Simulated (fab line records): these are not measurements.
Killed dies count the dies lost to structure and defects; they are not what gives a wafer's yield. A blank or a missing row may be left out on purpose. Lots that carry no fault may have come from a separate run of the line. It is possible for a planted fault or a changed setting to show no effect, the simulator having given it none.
fab line records	flow n5Finfet
record: lots: 24	wafers: 72	lastDay: 18
route steps=1938 shown BEOL_M5@1129 BEOL_M6@1196
lots untouched by any fault: they come from a run of this same line in which no faults occurred
startH: hours from the record's opening day to when the first of the lot's shown wafers began	waitH: hours since the lot's step before	" same as the row above	L1.1+2: several wafers, shown together as one row	- either no value or no given start	* or withheld: withheld	< > ~ a bound
route shown NAME@n: NAME is a module with steps in the file, n the number in the route of the first one	usual: mean/standard deviation taken from wafers without a fault	same: alike in all rows	chamber/n: place in a boat	sites: readings site by site	_std_site: the standard deviation of these	_edge_site: inner sites' mean taken away from outer sites' mean	radiusMm: how far each site lies from the wafer's centre	mask NAME#n: copy n	behind: tool/chamber where the wafer was last shaped	hold: why the lot was held/for how many hours/how that ended	device: the transistor (n, p or np) that didn't switch	end of line: at the end of the route, the tests of the same wafers	a step given without rows: its recipe and nothing more	killed: the dies lost at the first sort to structure and to defects; this is not the yield of the wafer	map: per-die view of a wafer (x killed, . not killed, _ where there is no die)
set.NAME: the run value of the setting; set.NAME@STEP: its run value at that earlier step	model.NAME: the simulator's own value behind a step, which no gauge read
steps of the route over a sample of lots; a table a step, a row a wafer
services: from which hour (startH, from the record's first day; less than 0 if before it) a tool's chamber was out of use, for how many hours, and why
== steps ==
step: N5_BEOL_M5_DESCUM_16
recipe: chemistry: O2	timeS: 7	sourcePowerW: 50	biasPowerW: 20	pressureMtorr: 20	rfFrequencyHz: 2.712e+07	tempC: 40	resist: CAR-EUV	o2FlowSccm: 225
usual: drypumpMotorCurrentA: 5.8/0.45	o2FlowSccm: 225.0/0.62	oesProductAu: 0.78/0.09	rfVppV: 242.6/1.3	showerheadPlenumPTorr: 2.05/0.069	throttleValvePct: 20.37/0.28
lot.wafer	tool	chamber	startH	waitH	drypumpMotorCurrentA	o2FlowSccm	oesProductAu	rfHoursCounterH	rfVppV	showerheadPlenumPTorr	throttleValvePct
L074.1	rieDiel-02	3	165.03	0.0	6.3	225.3	0.68	255	243.2	2.14	20.18
L074.4	"	0	"	"	5.7	225.5	0.75	-	242.6	2.09	20.60
L074.5	"	1	"	"	5.7	225.9	0.77	-	241.7	1.93	19.93
L075.2	rieDiel-04	3	171.53	0.2	5.9	225.1	0.73	210	242.6	2.07	20.62
L075.4	"	0	"	"	5.6	225.8	0.71	199	242.8	2.07	20.73
L075.6	"	1	"	"	6.1	225.6	0.76	-	244.3	2.18	20.27
L076.1	rieDiel-04	0	181.75	0.0	5.6	224.6	0.70	202	243.2	2.07	20.72
L076.2	"	1	"	"	6.1	224.3	0.75	158	244.9	2.18	20.29
L076.4	"	3	"	"	5.8	225.1	0.72	214	243.8	2.07	20.61
L077.1	rieDiel-03	3	183.51	0.0	6.2	225.3	0.80	106	242.1	2.02	20.42
L077.2	"	2	"	"	6.2	224.2	0.73	166	241.8	2.00	20.34
L077.5	"	3	"	"	6.2	224.3	0.80	-	241.9	2.02	20.43
L078.2	rieDiel-04	3	193.38	0.0	5.8	224.4	0.72	218	242.4	2.07	20.62
L078.4	"	1	"	"	6.1	225.1	0.76	-	242.9	2.18	20.31
L078.6	"	0	"	"	5.6	226.2	0.69	-	242.8	2.07	20.75
L079.3	rieDiel-04	3	196.61	0.2	5.8	225.6	0.72	220	242.4	2.07	20.64
L079.4	"	1	"	"	6.1	225.0	0.76	-	244.8	2.18	20.31
L079.6	"	0	"	"	5.6	224.7	0.69	-	243.2	2.07	20.73
L080.3	rieDiel-02	0	202.94	0.0	5.7	226.0	0.74	154	243.1	2.09	20.63
L080.5	"	1	"	"	5.7	225.1	0.76	-	241.0	1.92	19.95
L080.6	"	2	"	"	5.1	223.8	0.94	-	242.4	2.06	19.98
L081.2	rieDiel-02	1	212.14	0.0	5.7	225.9	0.76	147	240.7	1.92	19.95
L081.3	"	0	"	"	5.7	224.7	0.73	157	242.9	2.09	20.63
L081.4	"	2	"	"	5.2	223.8	0.95	10	242.7	2.06	19.96
L082.2	rieDiel-03	1	220.60	0.0	4.7	225.2	0.97	7	244.9	2.14	20.12
L082.4	"	2	"	"	6.2	224.3	0.72	177	241.4	1.99	20.37
L082.6	"	2	"	"	6.2	224.3	0.72	-	240.5	1.99	20.37
L083.1	rieDiel-03	0	221.66	0.2	6.1	225.9	0.76	190	242.7	2.00	20.62
L083.2	"	1	"	"	4.7	224.8	0.97	8	244.1	2.14	20.11
L083.3	"	2	"	"	6.2	224.8	0.73	178	240.9	1.99	20.35
L084.2	rieDiel-03	1	230.91	0.0	4.7	225.2	0.96	11	244.3	2.14	20.12
L084.4	"	2	"	"	6.2	225.7	0.72	181	242.1	1.99	20.36
L084.5	"	0	"	"	6.1	224.6	0.75	-	242.1	2.00	20.62
L085.1	rieDiel-02	1	240.37	0.2	5.7	225.5	0.75	155	241.0	1.92	19.98
L085.3	"	2	"	"	5.2	226.5	0.92	18	242.7	2.06	19.99
L085.5	"	0	"	"	5.7	224.9	0.72	-	244.3	2.09	20.64
L086.2	rieDiel-02	3	242.28	0.0	6.3	224.9	0.92	15	243.9	2.13	19.84
L086.3	"	1	"	"	5.7	224.8	0.76	155	240.1	1.92	19.95
L086.6	"	0	"	"	5.7	225.7	0.73	-	243.2	2.09	20.65
L087.1	rieDiel-04	1	244.53	0.5	6.1	225.6	0.73	179	244.2	2.17	20.32
L087.3	"	2	"	"	5.7	225.3	0.92	13	243.8	2.04	20.24
L087.6	"	3	"	"	5.8	225.0	0.71	-	242.6	2.06	20.65
L089.1	rieDiel-03	3	258.90	0.0	6.2	225.4	0.78	128	241.2	2.01	20.46
L089.5	"	1	"	"	4.7	224.5	0.94	-	244.2	2.13	20.14
L089.6	"	0	"	"	6.1	224.9	0.74	-	241.6	2.00	20.63
L088.1	rieDiel-02	0	263.24	0.0	5.7	225.3	0.73	171	244.7	2.08	20.66
L088.4	"	1	"	"	5.7	224.4	0.75	162	241.0	1.92	19.99
L088.6	"	0	"	"	5.7	225.7	0.72	-	244.9	2.08	20.65
L090.1	rieDiel-03	0	264.00	0.0	6.1	224.5	0.74	202	242.1	2.00	20.64
L090.3	"	3	"	"	6.2	225.1	0.77	130	242.3	2.01	20.46
L090.4	"	2	"	"	6.2	225.0	0.72	191	242.1	1.99	20.39
L093.1	rieDiel-04	3	280.60	1.4	5.8	225.2	0.71	243	241.4	2.06	20.64
L093.3	"	2	"	"	5.7	224.1	0.89	25	242.8	2.04	20.23
L093.4	"	1	"	"	6.1	226.2	0.72	192	243.2	2.17	20.33
L091.2	rieDiel-04	1	281.93	0.8	6.1	224.3	0.73	192	245.7	2.16	20.34
L091.5	"	3	"	"	5.9	224.3	0.70	-	243.2	2.06	20.66
L091.6	"	2	"	"	5.7	225.6	0.90	-	243.2	2.04	20.24
L092.1	rieDiel-04	1	284.67	1.9	6.1	224.4	0.73	194	242.5	2.16	20.34
L092.2	"	2	"	"	5.7	222.6	0.90	27	242.0	2.04	20.26
L092.4	"	3	"	"	5.8	224.5	0.70	245	240.7	2.06	20.67
L094.1	rieDiel-03	2	285.75	1.8	6.2	224.8	0.71	201	242.7	1.99	20.40
L094.5	"	0	"	"	6.1	225.6	0.74	-	242.1	1.99	20.64
L094.6	"	1	"	"	4.7	225.1	0.92	-	244.7	2.13	20.17
L095.3	rieDiel-02	1	290.55	0.3	5.7	224.6	0.74	167	241.2	1.92	19.98
L095.4	"	0	"	"	5.7	225.7	0.72	175	243.4	2.08	20.66
L095.6	"	2	"	"	5.2	225.0	0.89	-	242.9	2.06	20.00
L096.1	rieDiel-03	2	311.94	0.0	6.2	225.2	0.70	208	242.1	1.98	20.42
L096.4	"	1	"	"	4.7	225.5	0.90	38	243.4	2.13	20.16
L096.5	"	2	"	"	6.2	224.3	0.70	-	242.1	1.98	20.43
L097.1	rieDiel-03	1	322.98	0.0	4.7	225.9	0.89	42	244.5	2.12	20.16
L097.3	"	2	"	"	6.2	224.5	0.70	212	240.8	1.98	20.44
L097.5	"	1	"	"	4.7	224.8	0.90	-	245.3	2.13	20.18
step: N5_BEOL_M5_OCD_MEAS_38
usual: trenchDepthNm: 71.8/1.2
lot.wafer	tool	chamber	startH	waitH	trenchDepthNm
L074.1	ocd-01	-	166.32	-	71.4
L074.4	"	-	"	"	70.0
L074.5	"	-	"	"	73.0
L075.2	ocd-01	-	173.10	-	70.9
L075.4	"	-	"	"	71.1
L075.6	"	-	"	"	72.3
L076.1	ocd-01	-	183.95	-	70.7
L076.2	"	-	"	"	72.0
L076.4	"	-	"	"	69.8
L077.1	ocd-02	-	184.79	-	71.1
L077.2	"	-	"	"	72.2
L077.5	"	-	"	"	70.3
L078.2	ocd-02	-	195.07	-	70.4
L078.4	"	-	"	"	73.8
L078.6	"	-	"	"	72.2
L079.3	ocd-01	-	197.90	-	73.4
L079.4	"	-	"	"	74.2
L079.6	"	-	"	"	72.2
L080.3	ocd-02	-	204.22	-	72.5
L080.5	"	-	"	"	72.7
L080.6	"	-	"	"	71.5
L081.2	ocd-02	-	213.90	-	74.0
L081.3	"	-	"	"	73.0
L081.4	"	-	"	"	74.2
L082.2	ocd-01	-	222.10	-	71.1
L082.4	"	-	"	"	72.6
L082.6	"	-	"	"	71.2
L083.1	ocd-02	-	222.99	-	74.5
L083.2	"	-	"	"	71.3
L083.3	"	-	"	"	71.1
L084.2	ocd-02	-	232.49	-	74.0
L084.4	"	-	"	"	71.2
L084.5	"	-	"	"	71.3
L085.1	ocd-01	-	241.67	-	72.2
L085.3	"	-	"	"	70.9
L085.5	"	-	"	"	70.7
L086.2	ocd-02	-	243.67	-	70.7
L086.3	"	-	"	"	70.6
L086.6	"	-	"	"	71.6
L087.1	ocd-01	-	247.40	-	71.1
L087.3	"	-	"	"	70.7
L087.6	"	-	"	"	70.9
L089.1	ocd-01	-	260.24	-	71.0
L089.5	"	-	"	"	71.3
L089.6	"	-	"	"	70.7
L090.1	ocd-01	-	265.92	-	71.4
L090.3	"	-	"	"	70.7
L090.4	"	-	"	"	71.5
L088.1	ocd-02	-	266.31	-	70.1
L088.4	"	-	"	"	70.6
L088.6	"	-	"	"	71.9
L093.1	ocd-02	-	282.88	-	71.9
L093.3	"	-	"	"	71.6
L093.4	"	-	"	"	71.0
L091.2	ocd-02	-	285.28	-	72.3
L091.5	"	-	"	"	73.1
L091.6	"	-	"	"	71.6
L092.1	ocd-02	-	286.48	-	70.5
L092.2	"	-	"	"	73.8
L092.4	"	-	"	"	70.5
L094.1	ocd-02	-	291.72	-	72.2
L094.5	"	-	"	"	72.5
L094.6	"	-	"	"	72.5
L095.3	ocd-01	-	292.42	-	74.0
L095.4	"	-	"	"	72.2
L095.6	"	-	"	"	72.6
L096.1	ocd-01	-	314.68	-	70.8
L096.4	"	-	"	"	71.7
L096.5	"	-	"	"	73.3
L097.1	ocd-01	-	324.50	-	71.1
L097.3	"	-	"	"	71.0
L097.5	"	-	"	"	74.2
step: N5_BEOL_M5_ANNEAL_82
recipe: tempC: 400	timeS: 1800	ambient: vacuum
usual: heaterPowerW: 864/74
lot.wafer	tool	chamber	startH	waitH	heaterPowerW
L074.1	pvdSputter-01	-	168.54	0.0	836
L074.4	"	-	"	"	888
L074.5	"	-	"	"	843
L075.2	pvdSputter-02	-	175.92	0.0	845
L075.4	"	-	"	"	799
L075.6	"	-	"	"	1051
L076.1	pvdSputter-01	-	186.17	0.0	922
L076.2	"	-	"	"	815
L076.4	"	-	"	"	913
L077.1	pvdSputter-02	-	187.37	0.0	924
L077.2	"	-	"	"	822
L077.5	"	-	"	"	798
L078.2	pvdSputter-02	-	197.39	0.0	892
L078.4	"	-	"	"	1069
L078.6	"	-	"	"	922
L079.3	pvdSputter-01	-	200.35	0.0	916
L079.4	"	-	"	"	847
L079.6	"	-	"	"	904
L080.3	pvdSputter-03	-	208.16	0.0	758
L080.5	"	-	"	"	755
L080.6	"	-	"	"	856
L081.2	pvdSputter-02	-	216.28	0.0	1038
L081.3	"	-	"	"	839
L081.4	"	-	"	"	800
L082.2	pvdSputter-02	-	224.35	0.0	932
L082.4	"	-	"	"	814
L082.6	"	-	"	"	874
L083.1	pvdSputter-01	-	226.61	0.0	927
L083.2	"	-	"	"	897
L083.3	"	-	"	"	842
L084.2	pvdSputter-01	-	235.01	0.0	895
L084.4	"	-	"	"	850
L084.5	"	-	"	"	904
L085.1	pvdSputter-03	-	244.08	0.0	749
L085.3	"	-	"	"	877
L085.5	"	-	"	"	847
L086.2	pvdSputter-02	-	247.89	0.0	1068
L086.3	"	-	"	"	838
L086.6	"	-	"	"	1073
L087.1	pvdSputter-03	-	250.44	0.0	751
L087.3	"	-	"	"	760
L087.6	"	-	"	"	741
L089.1	pvdSputter-01	-	262.52	0.0	817
L089.5	"	-	"	"	822
L089.6	"	-	"	"	916
L090.1	pvdSputter-01	-	268.63	0.0	913
L090.3	"	-	"	"	893
L090.4	"	-	"	"	814
L088.1	pvdSputter-03	-	269.71	0.0	757
L088.4	"	-	"	"	761
L088.6	"	-	"	"	755
L093.1	pvdSputter-01	-	285.50	0.0	840
L093.3	"	-	"	"	901
L093.4	"	-	"	"	807
L091.2	pvdSputter-01	-	290.39	0.0	858
L091.5	"	-	"	"	894
L091.6	"	-	"	"	901
L092.1	pvdSputter-03	-	291.74	0.0	756
L092.2	"	-	"	"	864
L092.4	"	-	"	"	859
L094.1	pvdSputter-02	-	294.35	0.0	1021
L094.5	"	-	"	"	835
L094.6	"	-	"	"	1062
L095.3	pvdSputter-01	-	296.10	0.0	815
L095.4	"	-	"	"	881
L095.6	"	-	"	"	825
L096.1	pvdSputter-01	-	318.31	0.0	838
L096.4	"	-	"	"	895
L096.5	"	-	"	"	832
L097.1	pvdSputter-03	-	328.37	0.0	749
L097.3	"	-	"	"	754
L097.5	"	-	"	"	760
step: N5_BEOL_M5_THK_MEAS_53
recipe: thkMeasGauge: xrf	reads: Cu_of_BEOL_M5_ECD_50
usual: M5_THK: 61.5/1.5
lot.wafer	tool	chamber	startH	waitH	M5_THK[nm]
L074.1	filmMetro-02	-	175.69	-	61.8
L074.4	"	-	"	"	59.7
L074.5	"	-	"	"	62.9
L075.2	filmMetro-02	-	182.78	-	59.7
L075.4	"	-	"	"	60.6
L075.6	"	-	"	"	63.5
L076.1	filmMetro-02	-	192.71	-	61.7
L076.2	"	-	"	"	60.9
L076.4	"	-	"	"	60.0
L077.1	filmMetro-01	-	193.51	-	59.9
L077.2	"	-	"	"	61.9
L077.5	"	-	"	"	59.6
L078.2	filmMetro-02	-	205.53	-	61.0
L078.4	"	-	"	"	63.0
L078.6	"	-	"	"	61.3
L079.3	filmMetro-02	-	207.04	-	63.6
L079.4	"	-	"	"	64.8
L079.6	"	-	"	"	61.9
L080.3	filmMetro-01	-	216.68	-	63.6
L080.5	"	-	"	"	64.4
L080.6	"	-	"	"	61.9
L081.2	filmMetro-01	-	222.79	-	63.9
L081.3	"	-	"	"	64.1
L081.4	"	-	"	"	63.6
L082.2	filmMetro-01	-	228.32	-	61.1
L082.4	"	-	"	"	61.7
L082.6	"	-	"	"	60.8
L083.1	filmMetro-02	-	230.59	-	65.3
L083.2	"	-	"	"	60.2
L083.3	"	-	"	"	60.3
L084.2	filmMetro-01	-	238.98	-	63.8
L084.4	"	-	"	"	60.1
L084.5	"	-	"	"	59.8
L085.1	filmMetro-01	-	248.05	-	62.7
L085.3	"	-	"	"	61.2
L085.5	"	-	"	"	61.7
L086.2	filmMetro-01	-	252.58	-	61.0
L086.3	"	-	"	"	59.6
L086.6	"	-	"	"	61.8
L087.1	filmMetro-02	-	254.42	-	60.2
L087.3	"	-	"	"	59.7
L087.6	"	-	"	"	58.7
L089.1	filmMetro-02	-	267.16	-	61.4
L089.5	"	-	"	"	60.6
L089.6	"	-	"	"	60.1
L090.1	filmMetro-02	-	272.89	-	61.2
L090.3	"	-	"	"	61.4
L090.4	"	-	"	"	60.5
L088.1	filmMetro-02	-	273.70	-	59.7
L088.4	"	-	"	"	60.4
L088.6	"	-	"	"	60.4
L093.1	filmMetro-01	-	289.49	-	58.1
L093.3	"	-	"	"	59.8
L093.4	"	-	"	"	59.5
L091.2	filmMetro-01	-	294.74	-	61.5
L091.5	"	-	"	"	63.6
L091.6	"	-	"	"	61.6
L092.1	filmMetro-02	-	296.72	-	60.1
L092.2	"	-	"	"	62.5
L092.4	"	-	"	"	58.3
L094.1	filmMetro-02	-	298.48	-	62.5
L094.5	"	-	"	"	62.8
L094.6	"	-	"	"	62.6
L095.3	filmMetro-02	-	300.26	-	64.6
L095.4	"	-	"	"	62.2
L095.6	"	-	"	"	63.2
L096.1	filmMetro-01	-	322.29	-	61.0
L096.4	"	-	"	"	62.8
L096.5	"	-	"	"	65.2
L097.1	filmMetro-01	-	332.62	-	60.5
L097.3	"	-	"	"	60.1
L097.5	"	-	"	"	63.6
step: N5_BEOL_M5_RS_MEAS_57
recipe: thkMeasGauge: four-point-probe	reads: Co_of_BEOL_M5_CO_CAP_78+Cu_of_BEOL_M5_ECD_50+Co_of_BEOL_M5_CVD_47+TaN_of_BEOL_M5_ALD_86
usual: M5_RS: 0.386/0.011
lot.wafer	tool	chamber	startH	waitH	M5_RS[ohm/sq]
L074.1	filmMetro-02	-	175.95	0.0	0.386
L074.4	"	-	"	"	0.402
L074.5	"	-	"	"	0.375
L075.2	filmMetro-01	-	183.04	0.1	0.398
L075.4	"	-	"	"	0.393
L075.6	"	-	"	"	0.373
L076.1	filmMetro-02	-	192.97	0.0	0.380
L076.2	"	-	"	"	0.388
L076.4	"	-	"	"	0.395
L077.1	filmMetro-01	-	193.77	0.0	0.392
L077.2	"	-	"	"	0.377
L077.5	"	-	"	"	0.393
L078.2	filmMetro-01	-	205.79	0.1	0.389
L078.4	"	-	"	"	0.374
L078.6	"	-	"	"	0.384
L079.3	filmMetro-01	-	207.35	0.1	0.369
L079.4	"	-	"	"	0.361
L079.6	"	-	"	"	0.383
L080.3	filmMetro-02	-	217.03	0.1	0.372
L080.5	"	-	"	"	0.364
L080.6	"	-	"	"	0.383
L081.2	filmMetro-01	-	223.08	0.1	0.366
L081.3	"	-	"	"	0.366
L081.4	"	-	"	"	0.369
L082.2	filmMetro-01	-	228.71	0.1	0.393
L082.4	"	-	"	"	0.385
L082.6	"	-	"	"	0.393
L083.1	filmMetro-01	-	230.85	0.0	0.363
L083.2	"	-	"	"	0.397
L083.3	"	-	"	"	0.394
L084.2	filmMetro-02	-	239.25	0.1	0.367
L084.4	"	-	"	"	0.395
L084.5	"	-	"	"	0.397
L085.1	filmMetro-02	-	248.31	0.0	0.378
L085.3	"	-	"	"	0.388
L085.5	"	-	"	"	0.382
L086.2	filmMetro-02	-	253.07	0.1	0.388
L086.3	"	-	"	"	0.397
L086.6	"	-	"	"	0.382
L087.1	filmMetro-01	-	254.90	0.0	0.396
L087.3	"	-	"	"	0.401
L087.6	"	-	"	"	0.408
L089.1	filmMetro-02	-	267.42	0.0	0.385
L089.5	"	-	"	"	0.391
L089.6	"	-	"	"	0.395
L090.1	filmMetro-01	-	273.19	0.1	0.385
L090.3	"	-	"	"	0.386
L090.4	"	-	"	"	0.391
L088.1	filmMetro-01	-	273.96	0.0	0.399
L088.4	"	-	"	"	0.395
L088.6	"	-	"	"	0.396
L093.1	filmMetro-01	-	289.75	0.0	0.412
L093.3	"	-	"	"	0.401
L093.4	"	-	"	"	0.404
L091.2	filmMetro-02	-	295.00	0.1	0.390
L091.5	"	-	"	"	0.375
L091.6	"	-	"	"	0.389
L092.1	filmMetro-01	-	296.98	0.0	0.392
L092.2	"	-	"	"	0.377
L092.4	"	-	"	"	0.408
L094.1	filmMetro-02	-	298.74	0.0	0.383
L094.5	"	-	"	"	0.380
L094.6	"	-	"	"	0.383
L095.3	filmMetro-02	-	300.52	0.1	0.365
L095.4	"	-	"	"	0.380
L095.6	"	-	"	"	0.375
L096.1	filmMetro-01	-	322.57	0.0	0.391
L096.4	"	-	"	"	0.377
L096.5	"	-	"	"	0.362
L097.1	filmMetro-01	-	332.88	0.0	0.394
L097.3	"	-	"	"	0.396
L097.5	"	-	"	"	0.369
step: N5_BEOL_M6_THK_MEAS_01
recipe: reads: SiCOH_lowk_of_BEOL_M6_ILD_DEP_00
usual: M6_ILD_THK: 155.5/1.9
lot.wafer	tool	chamber	startH	waitH	M6_ILD_THK[nm]
L074.1	filmMetro-02	-	177.07	0.8	156.0
L074.4	"	-	"	"	158.7
L074.5	"	-	"	"	157.1
L075.2	filmMetro-02	-	183.68	0.4	153.0
L075.4	"	-	"	"	155.8
L075.6	"	-	"	"	155.9
L076.1	filmMetro-01	-	193.61	0.4	151.3
L076.2	"	-	"	"	155.3
L076.4	"	-	"	"	157.8
L077.1	filmMetro-02	-	194.41	0.4	155.4
L077.2	"	-	"	"	155.5
L077.5	"	-	"	"	157.9
L078.2	filmMetro-01	-	206.91	0.7	151.8
L078.4	"	-	"	"	156.7
L078.6	"	-	"	"	155.3
L079.3	filmMetro-01	-	208.01	0.3	153.2
L079.4	"	-	"	"	153.0
L079.6	"	-	"	"	154.9
L080.3	filmMetro-01	-	217.69	0.3	156.3
L080.5	"	-	"	"	156.0
L080.6	"	-	"	"	156.7
L081.2	filmMetro-01	-	223.72	0.4	153.3
L081.3	"	-	"	"	155.4
L081.4	"	-	"	"	156.3
L082.2	filmMetro-01	-	229.37	0.4	153.1
L082.4	"	-	"	"	156.5
L082.6	"	-	"	"	155.3
L083.1	filmMetro-01	-	231.49	0.4	154.4
L083.2	"	-	"	"	154.8
L083.3	"	-	"	"	153.4
L084.2	filmMetro-01	-	239.88	0.4	153.0
L084.4	"	-	"	"	157.0
L084.5	"	-	"	"	154.1
L085.1	filmMetro-01	-	248.96	0.4	155.8
L085.3	"	-	"	"	156.8
L085.5	"	-	"	"	160.6
L086.2	filmMetro-02	-	253.71	0.4	154.3
L086.3	"	-	"	"	154.1
L086.6	"	-	"	"	156.6
L087.1	filmMetro-01	-	255.54	0.4	152.8
L087.3	"	-	"	"	156.1
L087.6	"	-	"	"	157.5
L089.1	filmMetro-01	-	268.06	0.4	156.1
L089.5	"	-	"	"	156.2
L089.6	"	-	"	"	158.9
L090.1	filmMetro-02	-	273.82	0.4	153.7
L090.3	"	-	"	"	153.1
L090.4	"	-	"	"	157.0
L088.1	filmMetro-01	-	274.62	0.4	157.0
L088.4	"	-	"	"	158.0
L088.6	"	-	"	"	157.6
L093.1	filmMetro-01	-	290.39	0.4	153.0
L093.3	"	-	"	"	155.1
L093.4	"	-	"	"	156.4
L091.2	filmMetro-01	-	296.15	0.7	152.1
L091.5	"	-	"	"	155.6
L091.6	"	-	"	"	155.0
L092.1	filmMetro-02	-	298.10	0.8	154.0
L092.2	"	-	"	"	153.2
L092.4	"	-	"	"	157.5
L094.1	filmMetro-01	-	299.38	0.4	153.5
L094.5	"	-	"	"	156.0
L094.6	"	-	"	"	156.7
L095.3	filmMetro-01	-	301.16	0.3	154.1
L095.4	"	-	"	"	156.8
L095.6	"	-	"	"	157.8
L096.1	filmMetro-01	-	323.21	0.4	155.2
L096.4	"	-	"	"	157.8
L096.5	"	-	"	"	154.8
L097.1	filmMetro-02	-	333.52	0.4	154.8
L097.3	"	-	"	"	154.0
L097.5	"	-	"	"	156.3
== services ==
tool	chamber	startH	hours	kind
rieDiel-02	2	143.09	-	clean
rieDiel-02	2	143.09	-	consumableReplace:focusRing
rieDiel-02	2	143.09	35.0	scheduledDown
rieDiel-02	2	143.09	35.0	ventCycle
rieDiel-03	1	170.57	-	clean
rieDiel-03	1	170.57	-	consumableReplace:focusRing
rieDiel-03	1	170.57	23.4	scheduledDown
rieDiel-03	1	170.57	23.4	ventCycle
rieDiel-02	3	178.06	-	clean
rieDiel-04	2	185.70	-	clean
rieDiel-04	2	185.70	-	consumableReplace:focusRing
rieDiel-04	2	250.08	2.5	repair
rieDiel-04	3	257.50	8.1	repair
rieDiel-02	-	270.26	14.6	pm
pvdSputter-03	-	285.89	3.8	repair
rieDiel-02	-	289.47	0.3	repair
rieDiel-04	3	298.96	-	clean
rieDiel-04	3	298.96	-	consumableReplace:focusRing
rieDiel-04	3	298.96	20.0	scheduledDown
rieDiel-04	3	298.96	20.0	ventCycle
rieDiel-04	0	318.99	-	clean
rieDiel-04	0	318.99	-	consumableReplace:focusRing
rieDiel-04	0	318.99	15.8	scheduledDown
rieDiel-04	0	318.99	15.8	ventCycle
== key ==
fault none
